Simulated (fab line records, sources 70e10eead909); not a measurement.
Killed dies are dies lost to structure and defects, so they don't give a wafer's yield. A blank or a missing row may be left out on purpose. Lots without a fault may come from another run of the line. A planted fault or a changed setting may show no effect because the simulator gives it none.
A struck lot beside a sound one | flow nand_harc | 18 steps out of a route of 1302
Sound: wafers L430.2, L430.3, L430.4. Struck: wafers L434.2, L434.5, L434.6. The cause comes at the end.
At each step with rows: each side's tool, then ch and its chambers, then its first start. Under that, the readings that differ: sound wafers | struck wafers | difference of the means | sigmas: that difference in standard deviations of wafers without a fault.
alike: readings whose means differ by less than 2 such deviations, and words and numbers that are the same on both sides. not compared: withheld readings, readings that some wafer has no value for, bounds like >300 that may hide the same value, and numbers for which the record gives no deviation and whose values overlap.
The two part at a step that has a row with sigmas, a row that says differs or no value, or rows on one side only. Numbers that don't overlap but have no deviation are shown without sigmas and don't part them. A reading that every wafer of one side lacks parts them only if that side has two wafers or more.

NHARC_P_ZERO_WELL_CD_MEAS_24: target cd 720 nm.
  sound on cd_sem-02 ch 0, day 1 22:35; struck on cd_sem-03 ch 0, day 3 14:44
  alike: cd_nm
then, 1 step without rows for these wafers: NHARC_P_ZERO_WELL_HARDBAKE_25 (time 80 s).
NHARC_P_ZERO_WELL_DESCUM_26: chemistry O2, time 3 s.
  sound on rie_diel-13 ch 0,1,3, day 1 22:44; struck on rie_diel-13 ch 0,2,3, day 3 14:55
  alike: drypump_motor_current_A, oes_product_au, rf_vpp_V, showerhead_plenum_p_Torr, throttle_valve_pct
  not compared: rf_hours_counter_h
then, 9 steps without rows for these wafers: NHARC_P_ZERO_WELL_IMPLANT_27; NHARC_P_ZERO_WELL_IMPLANT_57; NHARC_P_ZERO_WELL_IMPLANT_58; NHARC_P_ZERO_WELL_STRIP_28 (strips in SPM, time 840 s); NHARC_P_ZERO_WELL_DEHYDRATE_29 (time 120 s); NHARC_P_ZERO_WELL_HMDS_30 (time 30 s); NHARC_P_ZERO_WELL_COAT_31; NHARC_P_ZERO_WELL_SOFTBAKE_32 (time 95 s); NHARC_P_ZERO_WELL_EBR_33.
NHARC_P_ZERO_WELL_EXPOSE_34: exposes mask P PWELL, target cd 720 nm.
  sound on krf_scanner-04 ch 0, day 2 00:04; struck on krf_scanner-02 ch 0, day 3 16:05
  reading | sound                         | struck                     | difference | sigmas
  mask    | P_PWELL#0 P_PWELL#0 P_PWELL#0 | P_HVPW#0 P_HVPW#0 P_HVPW#0 | differs    |
then, 2 steps without rows for these wafers: NHARC_P_ZERO_WELL_PEB_35 (peb time 85 s); NHARC_P_ZERO_WELL_DEVELOP_36 (time 70 s).
NHARC_P_ZERO_WELL_CD_MEAS_37: target cd 720 nm.
  sound on cd_sem-01 ch 0, day 2 00:13; struck on cd_sem-02 ch 0, day 3 16:14
  reading    | sound             | struck | difference                    | sigmas
  cd_nm (nm) | 718.7 719.5 720.6 | - - -  | no value on the struck wafers |
then, 1 step without rows for these wafers: NHARC_P_ZERO_WELL_HARDBAKE_38 (time 80 s).
-- the record jumps here: 22 days lie between the struck wafers' starts before and after (it left off in module P_ZERO_WELL and takes up again in module END, whose first step shown is number 1302 of the route) --
NHARC_END_SORT_01:
  the record has rows for the struck wafers here (prober-01 ch 0, day 25 16:47) and none for the sound ones

WHERE THEY PART
First at NHARC_P_ZERO_WELL_EXPOSE_34; last, within this record, at NHARC_END_SORT_01.

WHY: what the simulator had put in
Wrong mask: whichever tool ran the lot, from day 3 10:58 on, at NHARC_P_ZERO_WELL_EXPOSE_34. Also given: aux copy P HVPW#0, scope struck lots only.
